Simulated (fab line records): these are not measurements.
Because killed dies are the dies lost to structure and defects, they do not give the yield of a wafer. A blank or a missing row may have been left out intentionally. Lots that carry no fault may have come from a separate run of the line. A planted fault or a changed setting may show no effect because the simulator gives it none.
fab line records	flow n5_finfet
record lots=5	wafers=15	last_day=19
route steps=1938 shown WELL_APT@22 PMOS_HMC_CHANNEL_EPI@57 BEOL_M4@1111 PASSIVATION@1936
lots untouched by any fault: they come from a run of this same line in which no faults occurred
start_h: start of the lot's first displayed wafer, in hours after the record's first day	wait_h: hours since the lot's step before	" as in the row above	L1.1+2: several wafers, shown together as one row	- no value present, or no start provided	* or withheld: withheld	< > ~ a bound
route shown NAME@n: names a module that has steps shown in the file, with the first one's number in the route	usual: mean/standard deviation of fault-free wafers	same: alike in all rows	chamber/n: place in a boat	sites: readings site by site	_std_site: how widely they spread, as a standard deviation	_edge_site: the outer-site mean with the inner-site mean subtracted	radius_mm: how far each site lies from the wafer's centre	mask NAME#n: copy n	behind: the tool/chamber that last shaped the wafer	hold: reason for holding the lot/hours on hold/outcome of the hold	device: the transistor (n, p or np) that didn't switch	end of line: tests of these same wafers at the route's end	a step without rows: its recipe alone	killed: at the first sort, the dies lost to defects and structure; wafer yield is something else	map: per-die view of a wafer (x killed, . not killed, _ where there is no die)
set.NAME: the setting the step ran with; set.NAME@STEP: the setting that earlier step ran with	model.NAME: the simulator's own value behind a step, which no gauge read
a table for each step, a row for each wafer; lots at some steps of the route
services: a tool's chamber out of use, with start hour (start_h, from the record's first day; less than 0 if before it), hours out, and reason
## steps
# step N5_WELL_APT_EBR_04
# recipe solvent=PGMEA	ebr_width_mm=1.5
# step N5_WELL_APT_SOFTBAKE_03
# recipe temp_c=130	time_s=60
# step N5_WELL_APT_EXPOSE_05
# recipe mask_id=NWELL	na=0.8	source_shape=conventional	sigma_outer=0.8	polarization=unpolarized	defocus_nm=0	target_cd_nm=200	dose_mj=20.3
# step N5_WELL_APT_PEB_06
# recipe peb_temp_c=130	peb_time_s=90
# step N5_WELL_APT_DEVELOP_07
# recipe develop_time_s=45	rinse_liquid=surfactant_rinse	dry=air_spin	dev_temp_c=21
# step N5_WELL_APT_HARDBAKE_12
# recipe temp_c=130	time_s=120
# step N5_WELL_APT_CD_MEAS_08
# recipe target_cd_nm=200	landing_energy_ev=500	detector=se_inlens
# usual cd_nm=199.8/1.2
lot.wafer	tool	chamber	start_h	wait_h	cd_nm
L438.2	cd_sem-01	0	19.70	-	199.2
L438.3	"	0	"	"	198.7
L438.6	"	0	"	"	198.2
L439.2	cd_sem-03	0	25.74	-	199.8
L439.3	"	0	"	"	200.1
L439.4	"	0	"	"	199.9
L445.3	cd_sem-01	0	61.61	-	200.2
L445.4	"	0	"	"	200.8
L445.5	"	0	"	"	200.5
L447.3	cd_sem-02	0	73.58	-	200.4
L447.4	"	0	"	"	199.8
L447.6	"	0	"	"	200.7
L460.1	cd_sem-02	0	151.68	-	198.6
L460.3	"	0	"	"	199.4
L460.5	"	0	"	"	198.1
# step N5_WELL_APT_OVL_MEAS_09
# recipe points_per_wafer=44
# usual NWELL_OVL=-1/4.9
lot.wafer	tool	chamber	start_h	wait_h	NWELL_OVL[nm]
L438.2	overlay-02	0	19.73	0.0	-10
L438.3	"	0	"	"	-4
L438.6	"	0	"	"	1
L439.2	overlay-02	0	25.77	0.0	-2
L439.3	"	0	"	"	-6
L439.4	"	0	"	"	11
L445.3	overlay-01	0	61.63	0.0	1
L445.4	"	0	"	"	4
L445.5	"	0	"	"	2
L447.3	overlay-02	0	73.64	0.1	7
L447.4	"	0	"	"	4
L447.6	"	0	"	"	6
L460.1	overlay-02	0	151.71	0.0	7
L460.3	"	0	"	"	0
L460.5	"	0	"	"	-1
# step N5_WELL_APT_INSPECT_10
# recipe mode=adi	inspect_instrument=macro
# usual raw_defect_count=2.2/1.3
lot.wafer	tool	chamber	start_h	wait_h	raw_defect_count
L438.2	defect_inspect-02	-	19.75	0.0	3
L438.3	"	-	"	"	3
L438.6	"	-	"	"	1
L439.2	defect_inspect-02	-	25.79	0.0	2
L439.3	"	-	"	"	1
L439.4	"	-	"	"	4
L445.3	defect_inspect-02	-	61.66	0.0	1
L445.4	"	-	"	"	3
L445.5	"	-	"	"	1
L447.3	defect_inspect-01	-	73.67	0.0	3
L447.4	"	-	"	"	4
L447.6	"	-	"	"	1
L460.1	defect_inspect-01	-	151.73	0.0	2
L460.3	"	-	"	"	0
L460.5	"	-	"	"	5
# step N5_WELL_APT_DESCUM_13
# recipe chemistry=O2	time_s=7.9	source_power_w=50	bias_power_w=20	pressure_mtorr=20	rf_frequency_hz=2.712e+07	temp_c=40	o2_flow_sccm=225
# usual drypump_motor_current_A=5.8/0.37	oes_product_au=0.79/0.083	rf_vpp_V=243.3/1.8	showerhead_plenum_p_Torr=2.11/0.1	throttle_valve_pct=20.33/0.17
lot.wafer	tool	chamber	start_h	wait_h	drypump_motor_current_A	oes_product_au	rf_hours_counter_h	rf_vpp_V	showerhead_plenum_p_Torr	throttle_valve_pct
L438.2	rie_diel-02	1	19.79	0.0	5.5	0.89	21	244.2	2.22	20.22
L438.3	"	3	"	"	5.9	0.78	126	243.8	2.19	20.15
L438.6	"	1	"	"	5.5	0.91	-	244.5	2.22	20.23
L439.2	rie_diel-04	0	26.57	0.8	6.4	0.68	258	242.8	1.98	20.54
L439.3	"	3	"	"	6.0	0.78	142	243.7	2.10	20.27
L439.4	"	0	"	"	6.4	0.68	-	241.4	1.98	20.56
L445.3	rie_diel-02	2	61.69	0.0	6.4	0.69	207	243.2	2.07	20.50
L445.4	"	1	"	"	5.5	0.87	-	244.5	2.22	20.26
L445.5	"	3	"	"	5.9	0.77	-	244.9	2.18	20.16
L447.3	rie_diel-02	3	73.70	0.0	5.9	0.76	151	244.8	2.18	20.16
L447.4	"	1	"	"	5.5	0.86	46	244.9	2.21	20.28
L447.6	"	0	"	"	5.3	0.96	-	245.4	2.23	20.09
L460.1	rie_diel-02	2	151.77	0.0	6.4	0.68	236	243.5	2.06	20.54
L460.3	"	0	"	"	5.3	0.88	29	245.6	2.22	20.14
L460.5	"	3	"	"	5.9	0.72	-	243.2	2.17	20.21
# step N5_WELL_APT_IMPLANT_14
# recipe species=P	energy_kev=160	dose_cm2=1.5e+13	tilt_deg=0	rotation_deg=0
# step N5_WELL_APT_IMPLANT_15
# recipe species=As	energy_kev=25	dose_cm2=1.5e+13	tilt_deg=0	rotation_deg=0
# step N5_WELL_APT_STRIP_16
# recipe chemistry=SPM	time_s=900	temp_c=130	h2so4_h2o2_vol_ratio=4	dry=ipa_marangoni
lot.wafer	tool	chamber	start_h	wait_h
L438.2+3+6	wet_bench-06	7,3,0	20.27	0.1
L439.2+3+4	wet_bench-01	0,6,5	27.06	0.1
L445.3+4+5	wet_bench-01	4,7,6	62.18	0.1
L447.3+4+6	wet_bench-05	6,0,7	74.18	0.1
L460.1+3+5	wet_bench-01	7,0,6	152.26	0.2
# step N5_WELL_APT_HMDS_18
# recipe time_s=60	temp_c=120
# step N5_WELL_APT_COAT_19
# recipe spin_rpm=1357	resist_thk_nm=950
# step N5_WELL_APT_EBR_21
# recipe solvent=PGMEA	ebr_width_mm=1.5
# step N5_WELL_APT_SOFTBAKE_20
# recipe temp_c=130	time_s=60
# step N5_WELL_APT_EXPOSE_22
# recipe mask_id=PWELL	na=0.8	source_shape=conventional	sigma_outer=0.8	polarization=unpolarized	defocus_nm=0	target_cd_nm=200	dose_mj=23.2
# step N5_WELL_APT_PEB_23
# recipe peb_temp_c=130	peb_time_s=90
# step N5_WELL_APT_DEVELOP_24
# recipe develop_time_s=45	rinse_liquid=surfactant_rinse	dry=air_spin	dev_temp_c=21
# step N5_WELL_APT_HARDBAKE_29
# recipe temp_c=130	time_s=120
# step N5_WELL_APT_CD_MEAS_25
# recipe target_cd_nm=200	landing_energy_ev=500	detector=se_inlens
# usual cd_nm=199.6/1.5
lot.wafer	tool	chamber	start_h	wait_h	cd_nm
L438.2	cd_sem-03	0	20.95	-	200.1
L438.3	"	0	"	"	196.6
L438.6	"	0	"	"	195.4
L439.2	cd_sem-01	0	27.73	-	202.8
L439.3	"	0	"	"	200.1
L439.4	"	0	"	"	200.9
L445.3	cd_sem-02	0	62.85	-	200.3
L445.4	"	0	"	"	202.0
L445.5	"	0	"	"	200.1
L447.3	cd_sem-02	0	74.86	-	199.1
L447.4	"	0	"	"	196.6
L447.6	"	0	"	"	197.9
L460.1	cd_sem-03	0	152.80	-	198.5
L460.3	"	0	"	"	201.1
L460.5	"	0	"	"	197.9
# step N5_WELL_APT_OVL_MEAS_26
# recipe points_per_wafer=44
# usual PWELL_OVL=2/5.2
lot.wafer	tool	chamber	start_h	wait_h	PWELL_OVL[nm]
L438.2	overlay-01	0	20.98	0.0	3
L438.3	"	0	"	"	3
L438.6	"	0	"	"	3
L439.2	overlay-01	0	27.76	0.0	3
L439.3	"	0	"	"	9
L439.4	"	0	"	"	15
L445.3	overlay-02	0	62.88	0.0	4
L445.4	"	0	"	"	5
L445.5	"	0	"	"	4
L447.3	overlay-02	0	74.89	0.0	4
L447.4	"	0	"	"	6
L447.6	"	0	"	"	7
L460.1	overlay-02	0	152.83	0.0	-2
L460.3	"	0	"	"	-3
L460.5	"	0	"	"	-1
# step N5_WELL_APT_INSPECT_27
# recipe mode=adi	inspect_instrument=macro
# usual raw_defect_count=2.0/1.4
lot.wafer	tool	chamber	start_h	wait_h	raw_defect_count
L438.2	defect_inspect-02	-	21.00	0.0	2
L438.3	"	-	"	"	2
L438.6	"	-	"	"	0
L439.2	defect_inspect-02	-	27.78	0.0	1
L439.3	"	-	"	"	2
L439.4	"	-	"	"	4
L445.3	defect_inspect-02	-	62.90	0.0	2
L445.4	"	-	"	"	2
L445.5	"	-	"	"	4
L447.3	defect_inspect-02	-	74.91	0.0	2
L447.4	"	-	"	"	1
L447.6	"	-	"	"	1
L460.1	defect_inspect-02	-	152.86	0.0	2
L460.3	"	-	"	"	>300
L460.5	"	-	"	"	0
# step N5_WELL_APT_DESCUM_30
# recipe chemistry=O2	time_s=7.9	source_power_w=50	bias_power_w=20	pressure_mtorr=20	rf_frequency_hz=2.712e+07	temp_c=40	o2_flow_sccm=225
# usual drypump_motor_current_A=5.9/0.36	oes_product_au=0.79/0.085	rf_vpp_V=243.2/1.7	showerhead_plenum_p_Torr=2.09/0.1	throttle_valve_pct=20.34/0.16
lot.wafer	tool	chamber	start_h	wait_h	drypump_motor_current_A	oes_product_au	rf_hours_counter_h	rf_vpp_V	showerhead_plenum_p_Torr	throttle_valve_pct
L438.2	rie_diel-04	3	21.12	0.1	6.0	0.78	140	243.9	2.10	20.27
L438.3	"	0	"	"	6.4	0.70	256	241.3	1.98	20.55
L438.6	"	3	"	"	6.0	0.78	-	244.1	2.10	20.26
L439.2	rie_diel-02	3	28.17	0.4	5.9	0.78	130	243.6	2.19	20.15
L439.3	"	0	"	"	5.3	0.70	247	241.2	1.97	20.45
L439.4	"	1	"	"	5.5	0.90	-	245.5	2.22	20.22
L445.3	rie_diel-04	2	62.94	0.0	6.1	0.95	12	242.6	2.04	20.45
L445.4	"	1	"	"	6.1	0.77	168	241.8	1.99	20.19
L445.5	"	2	"	"	6.1	0.95	-	243.8	2.04	20.45
L447.3	rie_diel-05	1	75.58	0.7	5.4	0.79	103	240.3	1.93	20.45
L447.4	"	2	"	"	5.8	0.68	239	241.5	1.98	20.68
L447.6	"	1	"	"	5.4	0.79	-	241.5	1.93	20.46
L460.1	rie_diel-02	1	152.89	0.0	5.4	0.82	73	244.1	2.21	20.31
L460.3	"	2	"	"	6.4	0.68	236	241.8	2.06	20.57
L460.5	"	2	"	"	6.4	0.68	-	242.2	2.06	20.55
# step N5_WELL_APT_IMPLANT_31
# recipe species=B	energy_kev=60	dose_cm2=1.5e+13	tilt_deg=0	rotation_deg=0
# step N5_WELL_APT_IMPLANT_32
# recipe species=BF2	energy_kev=50	dose_cm2=2e+13	tilt_deg=0	rotation_deg=0
# step N5_WELL_APT_STRIP_33
# recipe chemistry=SPM	time_s=900	temp_c=130	h2so4_h2o2_vol_ratio=4	dry=ipa_marangoni
# step N5_WELL_APT_RTA_34
# recipe temp_c=1000	time_s=10	ambient=N2	idle_temp_c=600	ramp_up_c_per_s=150	ramp_down_c_per_s=60	cool_to_c=600
# usual lamp_power_pct=13.01/0.051	wafer_temp_C_max=1003.6/1
lot.wafer	tool	chamber	start_h	wait_h	lamp_power_pct	wafer_temp_C_max
L438.2	rtp_anneal-02	0	21.90	0.0	13.05	1003.9
L438.3	"	0	"	"	13.02	1005.0
L438.6	"	0	"	"	13.10	1003.5
L439.2	rtp_anneal-02	0	28.95	0.0	13.07	1002.6
L439.3	"	0	"	"	12.98	1002.6
L439.4	"	0	"	"	13.05	1001.9
L445.3	rtp_anneal-02	0	64.15	0.5	13.03	1003.1
L445.4	"	0	"	"	13.08	1003.2
L445.5	"	0	"	"	13.06	1003.7
L447.3	rtp_anneal-01	0	76.45	0.1	12.91	1002.5
L447.4	"	0	"	"	13.08	1004.1
L447.6	"	0	"	"	12.98	1003.1
L460.1	rtp_anneal-01	0	153.65	0.0	13.10	1003.3
L460.3	"	0	"	"	12.98	1004.9
L460.5	"	0	"	"	13.07	1003.9
# step N5_WELL_APT_OXIDE_STRIP_42
# recipe chemistry=dHF	dilution=25:1	time_s=45	temp_c=25	target=SiO2	target_depth_a=120
# step N5_WELL_APT_PRECLEAN_36
# recipe chemistry=O3/DIW	time_s=45	temp_c=22	o3_ppm=10
# step N5_WELL_APT_PRECLEAN_39
# recipe chemistry=dHF	time_s=60	dilution=150:1	temp_c=25
# step N5_WELL_APT_SRD_37
# recipe dry=ipa_marangoni	do_ppb=5	time_s=30	temp_c=23	rinse_liquid=diw
# step N5_WELL_APT_EPI_41
# recipe material=Si	target_thk_a=500	temp_c=650	precursor=SiH4/H2	pressure_torr=20	time_s=297.7
# usual throttle_valve_pct=11.4/0.51
lot.wafer	tool	chamber	start_h	wait_h	throttle_valve_pct
L438.2	epi_rpcvd-02	0	22.22	0.1	11.4
L438.3	"	0	"	"	11.4
L438.6	"	0	"	"	11.4
L439.2	epi_rpcvd-02	0	29.27	0.1	11.5
L439.3	"	0	"	"	11.5
L439.4	"	0	"	"	11.3
L445.3	epi_rpcvd-02	0	64.62	0.3	11.6
L445.4	"	0	"	"	11.7
L445.5	"	0	"	"	11.4
L447.3	epi_rpcvd-02	0	76.86	0.2	11.3
L447.4	"	0	"	"	11.3
L447.6	"	0	"	"	11.4
L460.1	epi_rpcvd-01	0	153.89	0.0	11.9
L460.3	"	0	"	"	11.8
L460.5	"	0	"	"	11.8
# step N5_WELL_APT_INSPECT_38
# recipe inspect_instrument=darkfield	mode=post_epi
# usual raw_defect_count=14/4.9
lot.wafer	tool	chamber	start_h	wait_h	raw_defect_count
L438.2	defect_inspect-02	-	22.75	0.4	17
L438.3	"	-	"	"	19
L438.6	"	-	"	"	13
L439.2	defect_inspect-02	-	29.81	0.4	21
L439.3	"	-	"	"	24
L439.4	"	-	"	"	14
L445.3	defect_inspect-02	-	65.19	0.4	20
L445.4	"	-	"	"	21
L445.5	"	-	"	"	15
L447.3	defect_inspect-02	-	77.32	0.4	9
L447.4	"	-	"	"	4
L447.6	"	-	"	"	18
L460.1	defect_inspect-01	-	154.53	0.5	16
L460.3	"	-	"	"	603
L460.5	"	-	"	"	10
# step N5_PMOS_HMC_CHANNEL_EPI_HM_DEP_34
# recipe material=SiO2	target_thk_a=360	temp_c=400	precursor=TEOS/O2	pressure_torr=6.5	rf_w=900	teos_flow_sccm=161.4	gas=O2	flow_sccm=2650	time_s=6.9
# usual heater_power_w=478/81	showerhead_plenum_p_Torr=8.349/0.025	throttle_valve_pct=19.0/1.5
lot.wafer	tool	chamber	start_h	wait_h	heater_power_w	showerhead_plenum_p_Torr	throttle_valve_pct
L438.2	pecvd-02	2	22.79	0.0	689	8.407	19.0
L438.3	"	1	"	"	604	8.325	21.1
L438.6	"	2	"	"	689	8.404	18.6
L439.2	pecvd-02	0	29.84	0.0	409	8.297	17.8
L439.3	"	1	"	"	582	8.336	21.0
L439.4	"	1	"	"	562	8.323	20.7
L445.3	pecvd-01	0	65.22	0.0	388	8.332	17.7
L445.4	"	0	"	"	392	8.332	17.7
L445.5	"	2	"	"	429	8.347	19.3
L447.3	pecvd-01	0	77.35	0.0	455	8.342	17.7
L447.4	"	1	"	"	398	8.354	20.0
L447.6	"	0	"	"	476	8.321	17.8
L460.1	pecvd-01	1	154.56	0.0	477	8.339	20.0
L460.3	"	2	"	"	417	8.345	19.5
L460.5	"	2	"	"	409	8.360	19.3
# step N5_BEOL_M4_RC_MEAS_101
# usual DIBL_N=35.9/1.3	DIBL_P=35.9/1.5	IOFF_N=0.152/0.023	IOFF_P=0.204/0.027	ION_N=673/9.2	ION_P=462/6.7	SS_N=71.4/0.48	SS_P=73.2/0.55	VT_N=250.3/2.6	VT_P=-250.6/3
lot.wafer	tool	chamber	start_h	wait_h	DIBL_N[mV/V]	DIBL_P[mV/V]	IOFF_N[nA/um]	IOFF_P[nA/um]	ION_N[uA/um]	ION_P[uA/um]	SS_N[mV/dec]	SS_P[mV/dec]	VT_N[mV]	VT_P[mV]
L438.2	prober-01	0	186.90	0.2	36.3	36.8	0.184	0.213	683	467	71.4	73.1	248.1	-252.1
L438.3	"	0	"	"	36.2	37.6	0.185	0.225	687	459	70.6	73.6	247.5	-253.5
L438.6	"	0	"	"	36.2	37.2	0.184	0.215	670	458	71.2	73.9	245.4	-253.0
L439.2	prober-02	0	188.53	0.2	35.0	36.3	0.157	0.219	679	465	71.6	73.4	252.0	-250.1
L439.3	"	0	"	"	36.1	37.1	0.171	0.237	681	474	72.2	73.2	247.4	-248.6
L439.4	"	0	"	"	36.8	38.3	0.189	0.255	680	469	72.4	73.5	245.9	-247.0
L445.3	prober-01	0	238.70	0.3	36.8	36.9	0.177	0.224	676	468	72.1	73.9	248.5	-247.6
L445.4	"	0	"	"	35.1	33.2	0.135	0.168	677	460	71.1	72.8	251.2	-252.3
L445.5	"	0	"	"	35.4	35.3	0.148	0.201	682	468	71.0	73.1	249.0	-251.6
L447.3	prober-02	0	248.27	0.6	37.8	37.5	0.194	0.215	682	459	71.8	73.4	248.2	-251.7
L447.4	"	0	"	"	36.9	36.7	0.181	0.212	683	466	71.5	73.0	246.0	-252.6
L447.6	"	0	"	"	38.6	38.7	0.214	0.243	680	460	71.8	73.5	245.5	-249.2
L460.1	prober-02	0	334.64	0.0	37.9	37.5	0.177	0.282	669	468	72.8	72.9	250.0	-243.7
L460.3	"	0	"	"	34.3	32.7	0.112	0.196	658	464	71.4	71.8	255.1	-245.7
L460.5	"	0	"	"	36.2	35.5	0.143	0.233	660	462	71.5	72.5	252.8	-244.6
# step N5_PASSIVATION_PROBE_49
# usual defect_limited_yield=91.0/1.5	killed_at_M0_to_M3=37/12	killed_at_M4_up=13/5	killed_at_contacts=13/6.1	killed_at_front_end=39/11	killed_at_other=4/3.2	killed_dies=106/17	killed_open=69/12	killed_short=35/7.9	sort_bin_5_function=5.3/1	sort_bin_6_memory=3.3/0.68	sort_n_pass=1074/17	sort_yield_pct=91.0/1.5
# same gross_dies=1180	killed_at_back_side=0	sort_bin_4_leakage[%]=0	sort_bin_8_speed[%]=0
lot.wafer	tool	chamber	start_h	wait_h	defect_limited_yield[%]	killed_at_M0_to_M3	killed_at_M4_up	killed_at_contacts	killed_at_front_end	killed_at_other	killed_dies	killed_open	killed_short	sort_bin_5_function[%]	sort_bin_6_memory[%]	sort_n_pass	sort_yield_pct[%]
L460.3	prober-01	-	449.90	0.1	85.8	18	10	8	129	3	168	38	20	8.6	3.5	1012	85.8
# killed by level:class
L460.3 WELL_APT:unspecified=110 BEOL_M2:geometric_particle:open=11 GATE_CUT:geometric_particle:short=6 MOL_CONTACT_COAG:geometric_particle:open=5 STI_FIN_REVEAL:geometric_particle:open=3 DUMMY_GATE:geometric_particle:open=3 MOL_CONTACT_COAG:geometric_particle:short=3 BEOL_M0_SAQP:geometric_particle:short=3
# map L460.3 (x killed, . not)
_________________x...........________________
______________..............x..._____________
___________..................x.....__________
__________.................x........_________
________.......x..........x..........._______
_______..............x.....x...x.......______
______.........................x....x..._____
_____..............x.....................____
____...................xx..........x......___
___..x...x........x...........x..........x.__
___..............................x.........__
__......x..............................x...._
__...x......................................_
_.........................................x..
_............................................
_.......x....................x...x...........
_....x....................x.....x............
_.....................x......................
_.....x................x..x..................
_................................x...........
_.................x................x.........
__..x..x................x...x.x..x.........x_
__........x...........x..x.x.xxx.xxxxxxxx..._
___...x.....................x..xxxxxxxx.xx.__
___.........................xxxxxxxxxxxxxx.__
____.....................x.xxxxxxxxxxxxxxx___
_____...x........x......x...xxxxxxxxxxxxx____
______......................xxxxxxxxxxxx_____
_______...................x.xxxxxxxxxxx______
________....................x.xxxxxxxx_______
__________..................xxxxxxxx_________
___________.x................x..xxx__________
______________........x.x.x....._____________
_________________...........x________________
# map L439.3 (x killed, . not)
_________________........x...________________
______________.....x............_____________
___________....x...................__________
__________....x.x..................x_________
________...............x.............._______
_______..............x.........x..xx...______
______..............x..........x......x._____
_____....................x...xx.....x....____
____.........................x.x....x...x.___
___........x........x....x.......x.........__
___..x.........x.....................x.x..x__
__..................x......................._
__.........x...........................x...._
_............................................
_....................x.......x...............
_......................x.....................
_.................xxx.................x......
_.......x..x.....x.xx........xx..x........x..
_......x............x.....x..........x.......
_x.....xxx.............x......x..x....x.....x
_....x..................x....................
__...x...xx...................x.....x......._
__............x.........x..................._
___.............x.................x.x......__
___.........x.....x........................__
____......x.x....................x.x......___
_____..............x....x..........x...x.____
______..x.x.....x....x..x..............x_____
_______..x..xx.x....x..................______
________...............x..x..........._______
__________.................x...x...._________
___________.....x.x.........x......__________
______________.................._____________
_________________.......xx...________________
## services
tool	chamber	start_h	hours	kind
rie_diel-04	2	-0.97	4.9	repair
rie_diel-04	2	4.25	-	clean
rie_diel-04	2	4.25	-	consumable_replace:focus_ring
rie_diel-04	2	4.25	30.9	scheduled_down
rie_diel-04	2	4.25	30.9	vent_cycle
rie_diel-02	-	4.31	1.0	repair
pecvd-02	-	16.50	0.8	repair
epi_rpcvd-02	-	17.82	2.8	repair
epi_rpcvd-01	-	22.33	8.1	pm
rie_diel-02	2	26.16	26.8	repair
rie_diel-05	3	33.07	9.2	repair
rie_diel-02	0	52.92	-	clean
rie_diel-02	0	52.92	-	consumable_replace:focus_ring
rie_diel-02	0	52.92	-	consumable_replace:showerhead
rie_diel-02	0	52.92	17.0	scheduled_down
rie_diel-02	0	52.92	17.0	vent_cycle
rie_diel-05	2	60.80	8.2	repair
pecvd-02	-	70.77	2.8	pm
rie_diel-02	-	85.35	0.4	repair
epi_rpcvd-01	-	98.01	2.8	pm
rie_diel-02	2	113.74	6.6	repair
pecvd-01	-	129.99	6.0	pm
pecvd-02	1	130.08	16.2	repair
pecvd-01	-	142.35	0.8	repair
## key
first_sign step=N5_WELL_APT_INSPECT_27	reading=raw_defect_count	direction=up	sigmas=99+	usual=2.0	struck=>300
effect step=N5_WELL_APT_INSPECT_38	reading=raw_defect_count	direction=up	sigmas=99+	usual=14	struck=603
effect step=N5_PASSIVATION_PROBE_49	reading=killed_at_front_end	direction=up	sigmas=8.3	usual=39	struck=129
more_kills_born_at N5_WELL_APT_STRIP_16@wet_bench-01=110
met_at N5_WELL_APT_STRIP_16
struck_wafers L460.3
onset_between 27.06 152.26
fault kind=chamber_particle_source	tool=wet_bench-01	chamber=0	onset_h=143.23	steps=N5_WELL_APT_STRIP_16	rate_per_visit_cm2=0.98695
